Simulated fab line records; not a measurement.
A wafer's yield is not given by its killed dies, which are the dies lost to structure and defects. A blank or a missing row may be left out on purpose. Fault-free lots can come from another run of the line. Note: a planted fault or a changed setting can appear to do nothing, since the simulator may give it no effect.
fab line records | flow n5_finfet
record: lots: 6 | wafers: 18 | last_day: 17
route steps=1938 shown BEOL_M0_SAQP@694 BEOL_M0_CUTY@701
lots with no fault: from the same line, run without faults
start_h: start of the lot's first displayed wafer, in hours after the record's first day | wait_h: time in hours since the lot's previous step | " as in the row above | L1.1+2: one row covering several wafers at once | - either no value or no given start | * or withheld: withheld | < > ~ a bound
route shown NAME@n: NAME is a module with steps in the file, n the number in the route of the first one | usual: average and standard deviation across the fault-free wafers | same: alike in all rows | chamber/n: place in a boat | sites: per-site readings | _std_site: the standard deviation of these | _edge_site: the outer-site mean with the inner-site mean subtracted | radius_mm: how far each site lies from the wafer's centre | mask NAME#n: copy n | behind: the last tool/chamber to shape the wafer | hold: why the lot went on hold/how many hours it stayed there/how the hold came to an end | device: the transistor (n, p or np) that didn't switch | end of line: at the end of the route, the tests of the same wafers | where a step has no rows: the recipe by itself | killed: not the wafer's yield, but the dies lost to structure and defects at the first sort | map: per-die view of a wafer (x killed, . not killed, _ where there is no die)
set.NAME: the setting the step ran with; set.NAME@STEP: the setting that earlier step ran with | model.NAME: the simulator's own value behind a step, which no gauge read
lots at some steps of the route; a table a step, a row a wafer
services: a tool's chamber out of use, with start hour (start_h, from the record's first day; less than 0 if before it), hours out, and reason
== steps ==
step: N5_BEOL_M0_SAQP_ETCH_73
recipe: chemistry: CF4 | target: SiARC | target_depth_a: 195 | mask_material: CAR-EUV | time_s: 32.5 | ion_energy_ev: 80 | pressure_mtorr: 40 | source_w: 545 | bias_w: 36 | Ar_flow_sccm: 100 | cf4_flow_sccm: 100 | ends: cleared
usual: drypump_motor_current_A: 5.8/0.48 | etch_rf_on_time_s: 32.4/0.62 | oes_product_au: 0.63/0.036 | rf_fwd_power_W: 533.7/2.6 | rf_vpp_V: 183.9/1.2 | showerhead_plenum_p_Torr: 2.13/0.068 | throttle_valve_pct: 15.65/0.14
lot.wafer | tool        | chamber | start_h | wait_h | drypump_motor_current_A | etch_rf_on_time_s | oes_product_au | rf_fwd_power_W | rf_hours_counter_h | rf_vpp_V | showerhead_plenum_p_Torr | throttle_valve_pct
L664.1    | rie_diel-03 | 3       | 164.79  | 0.0    | 5.3                     | 33.1              | 0.63           | 534.0          | 169                | 181.3    | 2.04                     | 15.75
L664.4    | "           | 2       | "       | "      | 5.3                     | 32.8              | 0.62           | 536.6          | 189                | 183.6    | 2.13                     | 15.48
L664.6    | "           | 3       | "       | "      | 5.3                     | 33.1              | 0.63           | 531.7          | -                  | 183.0    | 2.04                     | 15.74
L671.4    | rie_diel-02 | 2       | 206.06  | 0.0    | 6.1                     | 33.1              | 0.62           | 533.9          | 169                | 184.1    | 2.14                     | 15.59
L671.5    | "           | 3       | "       | "      | 6.6                     | 31.7              | 0.84           | 531.0          | -                  | 184.8    | 2.20                     | 15.41
L671.6    | "           | 2       | "       | "      | 6.1                     | 33.1              | 0.62           | 533.5          | -                  | 183.0    | 2.14                     | 15.57
L672.2    | rie_diel-04 | 1       | 211.50  | 0.0    | 6.0                     | 31.9              | 0.62           | 530.5          | 168                | 185.0    | 2.22                     | 15.69
L672.3    | "           | 0       | "       | "      | 6.3                     | 31.5              | 0.61           | 531.5          | 221                | 185.2    | 2.04                     | 16.04
L672.4    | "           | 2       | "       | "      | 5.4                     | 32.0              | 0.63           | 532.2          | 160                | 185.0    | 2.14                     | 15.66
L677.3    | rie_diel-03 | 3       | 238.15  | 0.0    | 5.3                     | 32.9              | 0.61           | 533.8          | 191                | 183.3    | 2.04                     | 15.79
L677.5    | "           | 2       | "       | "      | 5.3                     | 32.2              | 0.61           | 532.0          | -                  | 182.9    | 2.12                     | 15.52
L677.6    | "           | 3       | "       | "      | 5.3                     | 33.3              | 0.61           | 534.9          | -                  | 183.9    | 2.04                     | 15.78
L678.1    | rie_diel-03 | 1       | 244.72  | 0.0    | 6.4                     | 32.1              | 0.60           | 536.3          | 203                | 184.0    | 2.11                     | 15.74
L678.2    | "           | 2       | "       | "      | 5.3                     | 32.8              | 0.60           | 534.8          | 217                | 185.8    | 2.12                     | 15.53
L678.3    | "           | 3       | "       | "      | 5.3                     | 33.0              | 0.61           | 535.4          | 194                | 183.4    | 2.03                     | 15.79
L679.3    | rie_diel-02 | 2       | 253.29  | 0.0    | 6.2                     | 33.1              | 0.61           | 535.1          | 183                | 182.8    | 2.13                     | 15.61
L679.4    | "           | 1       | "       | "      | 6.2                     | 33.3              | 0.62           | 530.9          | -                  | 182.2    | 2.06                     | 15.57
L679.5    | "           | 0       | "       | "      | 5.1                     | 32.7              | 0.67           | 536.0          | -                  | 183.6    | 2.24                     | 15.56
step: N5_BEOL_M0_SAQP_CUT_ETCH_46
recipe: chemistry: N2/H2 | target: SOC | target_depth_a: 1350 | overetch_a: 270 | temp_c: 40 | time_s: 202.5 | ion_energy_ev: 200 | mask_material: SiARC | pressure_mtorr: 30 | source_w: 840 | bias_w: 150 | n2_flow_sccm: 200 | h2_flow_sccm: 200
usual: drypump_motor_current_A: 5.9/0.48 | h2_flow_sccm: 200.0/0.62 | rf_fwd_power_W: 837.1/2.4 | rf_vpp_V: 523.5/2.5 | showerhead_plenum_p_Torr: 2.53/0.087 | throttle_valve_pct: 17.79/0.11
lot.wafer | tool        | chamber | start_h | wait_h | drypump_motor_current_A | h2_flow_sccm | rf_fwd_power_W | rf_hours_counter_h | rf_vpp_V | showerhead_plenum_p_Torr | throttle_valve_pct
L664.1    | rie_diel-03 | 3       | 164.83  | 0.0    | 5.3                     | 199.6        | 833.4          | 169                | 520.9    | 2.41                     | 17.88
L664.4    | "           | 2       | "       | "      | 5.3                     | 199.7        | 835.5          | 189                | 522.5    | 2.53                     | 17.80
L664.6    | "           | 3       | "       | "      | 5.3                     | 200.3        | 836.3          | -                  | 521.7    | 2.41                     | 17.87
L671.4    | rie_diel-02 | 2       | 206.09  | 0.0    | 6.1                     | 199.6        | 835.5          | 169                | 524.0    | 2.53                     | 17.69
L671.5    | "           | 3       | "       | "      | 6.6                     | 199.2        | 835.6          | -                  | 525.3    | 2.60                     | 17.54
L671.6    | "           | 2       | "       | "      | 6.1                     | 200.9        | 838.1          | -                  | 522.1    | 2.53                     | 17.68
L672.2    | rie_diel-04 | 1       | 211.53  | 0.0    | 6.0                     | 200.1        | 837.8          | 168                | 526.0    | 2.64                     | 17.90
L672.3    | "           | 0       | "       | "      | 6.3                     | 200.4        | 835.1          | 221                | 521.0    | 2.39                     | 18.02
L672.4    | "           | 2       | "       | "      | 5.4                     | 199.1        | 835.6          | 160                | 523.1    | 2.53                     | 17.76
L677.3    | rie_diel-03 | 3       | 238.19  | 0.0    | 5.3                     | 199.1        | 837.2          | 191                | 520.3    | 2.40                     | 17.94
L677.5    | "           | 2       | "       | "      | 5.3                     | 198.4        | 835.8          | -                  | 521.8    | 2.52                     | 17.82
L677.6    | "           | 3       | "       | "      | 5.3                     | 199.7        | 840.7          | -                  | 521.7    | 2.40                     | 17.91
L678.1    | rie_diel-03 | 1       | 244.75  | 0.0    | 6.5                     | 200.7        | 835.7          | 204                | 523.2    | 2.51                     | 17.86
L678.2    | "           | 2       | "       | "      | 5.3                     | 199.9        | 838.4          | 217                | 522.6    | 2.52                     | 17.82
L678.3    | "           | 3       | "       | "      | 5.3                     | 201.0        | 839.4          | 194                | 520.9    | 2.40                     | 17.91
L679.3    | rie_diel-02 | 2       | 253.32  | 0.0    | 6.1                     | 199.7        | 836.6          | 183                | 524.0    | 2.53                     | 17.70
L679.4    | "           | 1       | "       | "      | 6.1                     | 199.8        | 838.7          | -                  | 519.9    | 2.43                     | 17.76
L679.5    | "           | 0       | "       | "      | 5.1                     | 200.2        | 836.8          | -                  | 525.5    | 2.65                     | 17.72
step: N5_BEOL_M0_SAQP_STRIP_74
recipe: chemistry: N2/H2 | temp_c: 40 | n2_flow_sccm: 200 | h2_flow_sccm: 200 | rf_frequency_hz: 6e+07
step: N5_BEOL_M0_SAQP_STRIP_89
recipe: chemistry: N2/H2 | temp_c: 40 | n2_flow_sccm: 200 | h2_flow_sccm: 200 | rf_frequency_hz: 6e+07
step: N5_BEOL_M0_SAQP_ALD_48
recipe: material: SiO2 | target_thk_a: 200 | temp_c: 100 | ald_precursor_family: BDEAS | ald_co_reactant: O2-plasma | pulse_time_s: 1 | co_reactant_pulse_time_s: 1 | purge_time_s: 2 | co_reactant_purge_time_s: 2 | ald_cycles: 139 | pressure_torr: 2
usual: chamber_pressure_Torr: 2.001/0.004 | heater_power_w: 80/8.4 | precursor_pulse_height_rel: 1.000/0.019
same: purge_time_s: 2
lot.wafer | tool       | chamber | start_h | wait_h | chamber_pressure_Torr | heater_power_w | precursor_pulse_height_rel
L664.1    | ald_sin-04 | 1       | 165.37  | 0.4    | 2.004                 | 80             | 0.986
L664.4    | "          | 3       | "       | "      | 2.001                 | 65             | 0.981
L664.6    | "          | 2       | "       | "      | 1.992                 | 95             | 0.969
L671.4    | ald_sin-02 | 1       | 206.29  | 0.0    | 2.003                 | 82             | 0.971
L671.5    | "          | 3       | "       | "      | 1.993                 | 82             | 1.007
L671.6    | "          | 0       | "       | "      | 2.005                 | 80             | 1.026
L672.2    | ald_sin-02 | 1       | 211.73  | 0.0    | 2.000                 | 81             | 1.013
L672.3    | "          | 0       | "       | "      | 2.001                 | 78             | 0.994
L672.4    | "          | 3       | "       | "      | 1.998                 | 81             | 0.989
L677.3    | ald_sin-03 | 1       | 238.39  | 0.0    | 1.998                 | 90             | 1.009
L677.5    | "          | 2       | "       | "      | 2.004                 | 80             | 0.983
L677.6    | "          | 1       | "       | "      | 2.004                 | 91             | 0.984
L678.1    | ald_sin-03 | 0       | 245.50  | 0.6    | 2.007                 | 87             | 1.031
L678.2    | "          | 3       | "       | "      | 1.999                 | 81             | 0.995
L678.3    | "          | 2       | "       | "      | 1.996                 | 81             | 0.997
L679.3    | ald_sin-02 | 0       | 253.52  | 0.0    | 2.001                 | 80             | 1.014
L679.4    | "          | 2       | "       | "      | 2.002                 | 70             | 1.011
L679.5    | "          | 2       | "       | "      | 2.002                 | 70             | 1.029
step: N5_BEOL_M0_SAQP_ETCH_49
recipe: chemistry: CF4/O2 | target_depth_a: 370 | target: SiO2 | pressure_mtorr: 40 | source_w: 535 | bias_w: 49 | Ar_flow_sccm: 100 | cf4_flow_sccm: 100 | O2_flow_sccm: 10 | ion_energy_ev: 100
usual: drypump_motor_current_A: 5.8/0.5 | oes_product_au: 0.724/0.026 | rf_fwd_power_W: 532.7/1.6 | rf_vpp_V: 240.3/2.2 | showerhead_plenum_p_Torr: 2.18/0.067 | throttle_valve_pct: 15.90/0.14
lot.wafer | tool        | chamber | start_h | wait_h | drypump_motor_current_A | oes_product_au | rf_fwd_power_W | rf_hours_counter_h | rf_vpp_V | showerhead_plenum_p_Torr | throttle_valve_pct
L664.1    | rie_diel-04 | 1       | 165.90  | 0.3    | 6.0                     | 0.725          | 533.3          | 156                | 239.1    | 2.29                     | 15.90
L664.4    | "           | 3       | "       | "      | 5.9                     | 0.704          | 532.3          | 173                | 244.6    | 2.29                     | 15.85
L664.6    | "           | 0       | "       | "      | 6.3                     | 0.711          | 532.8          | -                  | 242.5    | 2.11                     | 16.25
L671.4    | rie_diel-04 | 3       | 206.81  | 0.3    | 6.0                     | 0.702          | 534.7          | 185                | 243.8    | 2.28                     | 15.87
L671.5    | "           | 1       | "       | "      | 6.0                     | 0.712          | 529.6          | -                  | 238.7    | 2.28                     | 15.90
L671.6    | "           | 2       | "       | "      | 5.4                     | 0.753          | 532.1          | -                  | 237.5    | 2.20                     | 15.90
L672.2    | rie_diel-02 | 1       | 212.26  | 0.3    | 6.2                     | 0.753          | 533.6          | 157                | 240.5    | 2.12                     | 15.80
L672.3    | "           | 0       | "       | "      | 5.1                     | 0.810          | 529.7          | 110                | 245.8    | 2.31                     | 15.77
L672.4    | "           | 1       | "       | "      | 6.1                     | 0.753          | 532.7          | -                  | 239.2    | 2.12                     | 15.80
L677.3    | rie_diel-03 | 2       | 238.91  | 0.3    | 5.3                     | 0.715          | 534.9          | 214                | 238.7    | 2.19                     | 15.75
L677.5    | "           | 3       | "       | "      | 5.3                     | 0.710          | 532.9          | -                  | 239.8    | 2.10                     | 16.02
L677.6    | "           | 2       | "       | "      | 5.3                     | 0.707          | 536.1          | -                  | 238.9    | 2.19                     | 15.75
L678.1    | rie_diel-03 | 2       | 246.03  | 0.3    | 5.3                     | 0.702          | 532.8          | 217                | 238.8    | 2.18                     | 15.77
L678.2    | "           | 1       | "       | "      | 6.5                     | 0.708          | 533.2          | 204                | 241.6    | 2.17                     | 15.97
L678.3    | "           | 3       | "       | "      | 5.3                     | 0.713          | 531.4          | 195                | 237.9    | 2.10                     | 16.02
L679.3    | rie_diel-02 | 1       | 254.23  | 0.5    | 6.1                     | 0.734          | 531.9          | 170                | 239.4    | 2.12                     | 15.81
L679.4    | "           | 2       | "       | "      | 6.1                     | 0.714          | 532.4          | -                  | 239.0    | 2.20                     | 15.85
L679.5    | "           | 0       | "       | "      | 5.1                     | 0.778          | 531.0          | -                  | 243.2    | 2.30                     | 15.81
step: N5_BEOL_M0_SAQP_STRIP_75
recipe: chemistry: CF4 | resist: SiARC | power_w: 300 | bias_power_w: 75 | pressure_mtorr: 50 | cf4_flow_sccm: 150 | rf_frequency_hz: 6e+07
usual: drypump_motor_current_A: 5.8/0.5 | oes_product_au: 0.168/0.0069 | rf_fwd_power_W: 294.6/1.4 | rf_vpp_V: 270.8/1.5 | showerhead_plenum_p_Torr: 1.77/0.056 | throttle_valve_pct: 13.65/0.12
lot.wafer | tool        | chamber | start_h | wait_h | drypump_motor_current_A | oes_product_au | rf_fwd_power_W | rf_hours_counter_h | rf_vpp_V | showerhead_plenum_p_Torr | throttle_valve_pct
L664.1    | rie_diel-04 | 1       | 166.00  | 0.1    | 6.0                     | 0.175          | 291.8          | 156                | 273.0    | 1.86                     | 13.64
L664.4    | "           | 3       | "       | "      | 6.0                     | 0.168          | 295.4          | 173                | 272.3    | 1.85                     | 13.56
L664.6    | "           | 0       | "       | "      | 6.3                     | 0.167          | 294.3          | -                  | 269.3    | 1.72                     | 13.98
L671.4    | rie_diel-04 | 3       | 206.91  | 0.1    | 5.9                     | 0.160          | 296.0          | 185                | 271.5    | 1.85                     | 13.60
L671.5    | "           | 1       | "       | "      | 6.0                     | 0.167          | 291.6          | -                  | 275.1    | 1.86                     | 13.69
L671.6    | "           | 2       | "       | "      | 5.4                     | 0.172          | 293.2          | -                  | 271.5    | 1.79                     | 13.66
L672.2    | rie_diel-02 | 1       | 212.36  | 0.1    | 6.2                     | 0.168          | 294.6          | 157                | 269.0    | 1.73                     | 13.54
L672.3    | "           | 0       | "       | "      | 5.1                     | 0.179          | 297.0          | 110                | 271.8    | 1.88                     | 13.51
L672.4    | "           | 1       | "       | "      | 6.1                     | 0.171          | 294.5          | -                  | 271.0    | 1.73                     | 13.53
L677.3    | rie_diel-03 | 2       | 239.01  | 0.1    | 5.2                     | 0.165          | 294.3          | 214                | 270.8    | 1.78                     | 13.57
L677.5    | "           | 3       | "       | "      | 5.3                     | 0.169          | 297.8          | -                  | 270.1    | 1.70                     | 13.72
L677.6    | "           | 2       | "       | "      | 5.3                     | 0.162          | 293.9          | -                  | 270.2    | 1.79                     | 13.56
L678.1    | rie_diel-03 | 2       | 246.13  | 0.1    | 5.3                     | 0.157          | 294.6          | 217                | 271.5    | 1.78                     | 13.56
L678.2    | "           | 1       | "       | "      | 6.5                     | 0.165          | 296.8          | 204                | 272.0    | 1.77                     | 13.75
L678.3    | "           | 3       | "       | "      | 5.3                     | 0.176          | 294.4          | 195                | 270.3    | 1.70                     | 13.76
L679.3    | rie_diel-02 | 1       | 254.33  | 0.1    | 6.2                     | 0.167          | 293.7          | 170                | 268.8    | 1.72                     | 13.58
L679.4    | "           | 2       | "       | "      | 6.1                     | 0.169          | 295.1          | -                  | 270.9    | 1.80                     | 13.65
L679.5    | "           | 0       | "       | "      | 5.1                     | 0.178          | 296.7          | -                  | 271.6    | 1.87                     | 13.54
step: N5_BEOL_M0_CUTY_COAT_50
recipe: resist: SiARC | temp_c: 220 | time_s: 60 | spin_rpm: 1500 | resist_thk_nm: 15
step: N5_BEOL_M0_CUTY_COAT_51
recipe: resist: CAR-ArF-block | spin_rpm: 1500 | resist_thk_nm: 150
step: N5_BEOL_M0_CUTY_EBR_52
recipe: solvent: PGMEA | ebr_width_mm: 1.5
step: N5_BEOL_M0_CUTY_SOFTBAKE_53
recipe: temp_c: 110 | time_s: 60 | resist: CAR-ArF-block
step: N5_BEOL_M0_CUTY_EXPOSE_54
recipe: mask_id: M0_ABLK | na: 1.35 | source_shape: conventional | sigma_outer: 0.8 | polarization: unpolarized | dose_mj: 36
step: N5_BEOL_M0_CUTY_PEB_55
recipe: peb_temp_c: 110 | peb_time_s: 60 | resist: CAR-ArF-block
usual: chill_plate_temp_C: 22.98/0.11 | exhaust_pa: 45.2/0.88
lot.wafer | tool           | chamber | start_h | wait_h | chill_plate_temp_C | exhaust_pa
L664.1    | litho_track-05 | 0       | 166.21  | 0.1    | 23.09              | 45.8
L664.4    | "              | 0       | "       | "      | 23.03              | 45.5
L664.6    | "              | 0       | "       | "      | 23.00              | 45.6
L671.4    | litho_track-03 | -       | 207.12  | 0.0    | -                  | -
L671.5    | "              | -       | "       | "      | -                  | -
L671.6    | "              | -       | "       | "      | -                  | -
L672.2    | litho_track-02 | -       | 212.56  | 0.0    | -                  | -
L672.3    | "              | -       | "       | "      | -                  | -
L672.4    | "              | -       | "       | "      | -                  | -
L677.3    | litho_track-05 | 0       | 239.35  | 0.0    | 22.79              | 43.5
L677.5    | "              | 0       | "       | "      | 22.91              | 43.4
L677.6    | "              | 0       | "       | "      | 22.92              | 44.7
L678.1    | litho_track-03 | 0       | 246.46  | 0.1    | 23.08              | 45.6
L678.2    | "              | 0       | "       | "      | 22.99              | 45.2
L678.3    | "              | 0       | "       | "      | 23.00              | 46.3
L679.3    | litho_track-03 | 0       | 254.66  | 0.0    | 22.88              | 45.4
L679.4    | "              | 0       | "       | "      | 23.04              | 46.4
L679.5    | "              | 0       | "       | "      | 23.05              | 46.1
step: N5_BEOL_M0_CUTY_DEVELOP_56
recipe: develop_time_s: 30 | developer: TMAH | resist: CAR-ArF-block | rinse_liquid: diw | dry: air_spin | dev_temp_c: 23
== services ==
tool           | chamber | start_h | hours | kind
ald_sin-04     | -       | 176.81  | 14.0  | pm
ald_sin-04     | 0       | 176.81  | 14.0  | vent_cycle
ald_sin-04     | 1       | 176.81  | 14.0  | vent_cycle
ald_sin-04     | 2       | 176.81  | 14.0  | vent_cycle
ald_sin-04     | 3       | 176.81  | 14.0  | vent_cycle
ald_sin-02     | -       | 177.32  | 6.1   | pm
rie_diel-02    | 3       | 178.90  | -     | clean
rie_diel-02    | 3       | 178.90  | -     | consumable_replace:focus_ring
rie_diel-02    | 3       | 178.90  | 12.8  | scheduled_down
rie_diel-02    | 3       | 178.90  | 12.8  | vent_cycle
ald_sin-04     | 0       | 190.81  | -     | clean
ald_sin-04     | 1       | 190.81  | -     | clean
ald_sin-04     | 2       | 190.81  | -     | clean
rie_diel-02    | 3       | 210.65  | 2.9   | repair
ald_sin-02     | 3       | 216.87  | 14.5  | repair
litho_track-03 | -       | 218.19  | -     | consumable_replace:filter
rie_diel-03    | 0       | 225.48  | -     | clean
rie_diel-03    | 0       | 225.48  | -     | consumable_replace:focus_ring
rie_diel-03    | 0       | 225.48  | -     | consumable_replace:showerhead
rie_diel-03    | 0       | 225.48  | 21.1  | scheduled_down
rie_diel-03    | 0       | 225.48  | 21.1  | vent_cycle
ald_sin-04     | 2       | 244.46  | 1.8   | repair
rie_diel-04    | 2       | 248.97  | 8.5   | repair
rie_diel-02    | 3       | 249.69  | 7.0   | repair
== key ==
first_sign: step: N5_BEOL_M0_CUTY_PEB_55 | reading: tool_record | direction: missing
effect none on later readings
met_at N5_BEOL_M0_CUTY_PEB_55
struck_wafers L671.4,L671.5,L671.6,L672.2,L672.3,L672.4
later_rows_left_out L671.4,L671.5,L671.6,L672.2,L672.3,L672.4
sort_left_out L671.4,L671.5,L671.6,L672.2,L672.3,L672.4
fault: kind: skipped_step_whole | tool: litho_track-02,litho_track-03 | chamber: - | onset_h: 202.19 | steps: N5_BEOL_M0_CUTY_PEB_55 | scope: struck_lots_only
sort_left_out: the simulated sort isn't trusted on such a fault, so these wafers' sort isn't shown, and their yield isn't known
later_rows_left_out: the simulator's readings of these wafers behind a module that went badly wrong aren't trusted and aren't shown, but for the sort
